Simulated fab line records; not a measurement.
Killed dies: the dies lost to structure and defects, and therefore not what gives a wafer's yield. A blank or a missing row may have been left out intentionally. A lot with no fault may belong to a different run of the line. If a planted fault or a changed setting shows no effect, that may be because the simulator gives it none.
2 desks looking at one fault | flow n5-finfet | every desk sees just its own numbers, and what lay behind them comes last

== AT THE METROLOGY DESK ==
What the gauges read for every lot (on any tool): the sampled wafers with a number, averaged. Marked OUT: a lot whose mean sits more than 4 standard deviations from the usual mean, which makes it out of limits; the brackets give that distance.
Columns: A = V12_OVL at N5_BEOL_M13_OVL_MEAS_11, usual 3 nm; B = cd-nm at N5_BEOL_M13_CD_MEAS_17, usual 190.5 nm; C = cd-nm at N5_BEOL_M13_CD_MEAS_28, usual 209.4 nm
lot  | first seen here | A  | B     | C
L403 | day 11 04:40    | -1 | 189.4 | 210.3
L410 | day 12 18:47    | -1 | 189.9 | 209.4
L411 | day 13 11:14    | 2  | 190.2 | 208.3
L413 | day 13 14:25    | 1  | 191.6 | 208.2
L412 | day 13 14:28    | 3  | 191.6 | 208.5
L414 | day 14 04:56    | 1  | 190.9 | 210.1
L416 | day 14 20:14    | 6  | 193.1 | 208.4
L419 | day 15 11:17    | -2 | 191.1 | 210.0
L426 | day 16 15:05    | 11 | 190.7 | 209.1
L420 | day 17 11:33    | 1  | 190.1 | 211.1
This desk found nothing out of limits on any of the 10 lots.

== TOOL OWNER'S DESK, rie-diel-06 ==
The tool's own readings at N5_BEOL_M13_ETCH_59 (etches BARC in N2/H2, target depth 89 nm, overetch 26.7 nm, time 67.9 s): means of the sampled wafers that have a number, for each lot that ran on this tool. Marked OUT: a lot whose mean sits more than 4 standard deviations from the usual mean, which makes it out of limits; the brackets give that distance. Readings shown: 7 of its 8, picked as those furthest out on some lot.
Columns: A = drypump-motor-current-A at N5_BEOL_M13_ETCH_59, usual 5.8 A; B = h2-flow-sccm at N5_BEOL_M13_ETCH_59, usual 199.9 sccm; C = n2-flow-sccm at N5_BEOL_M13_ETCH_59, usual 199.9 sccm; D = rf-fwd-power-W at N5_BEOL_M13_ETCH_59, usual 833.3 W; E = rf-vpp-V at N5_BEOL_M13_ETCH_59, usual 524.6 V; F = showerhead-plenum-p-Torr at N5_BEOL_M13_ETCH_59, usual 2.57 Torr; G = throttle-valve-pct at N5_BEOL_M13_ETCH_59, usual 18.00 %
lot  | first seen here | A   | B     | C     | D     | E     | F    | G
L410 | day 12 20:34    | 6.0 | 200.2 | 199.6 | 833.3 | 525.3 | 2.57 | 18.17
L411 | day 13 11:20    | 6.1 | 199.6 | 200.1 | 833.3 | 523.0 | 2.52 | 18.17
L413 | day 13 14:40    | 6.1 | 200.0 | 199.7 | 833.1 | 527.2 | 2.66 | 18.25
L412 | day 13 14:58    | 6.0 | 200.0 | 200.1 | 836.0 | 525.6 | 2.62 | 18.29
L416 | day 14 20:32    | 6.1 | 199.8 | 199.8 | 838.5 | 522.5 | 2.55 | 18.30
This desk found nothing out of limits on any of the 5 lots.

== ALL TOGETHER ==
Nothing out of limits was seen by the metrology desk.
The tool owner's desk saw nothing out of limits.

== WHAT WAS PUT IN BY THE SIMULATOR ==
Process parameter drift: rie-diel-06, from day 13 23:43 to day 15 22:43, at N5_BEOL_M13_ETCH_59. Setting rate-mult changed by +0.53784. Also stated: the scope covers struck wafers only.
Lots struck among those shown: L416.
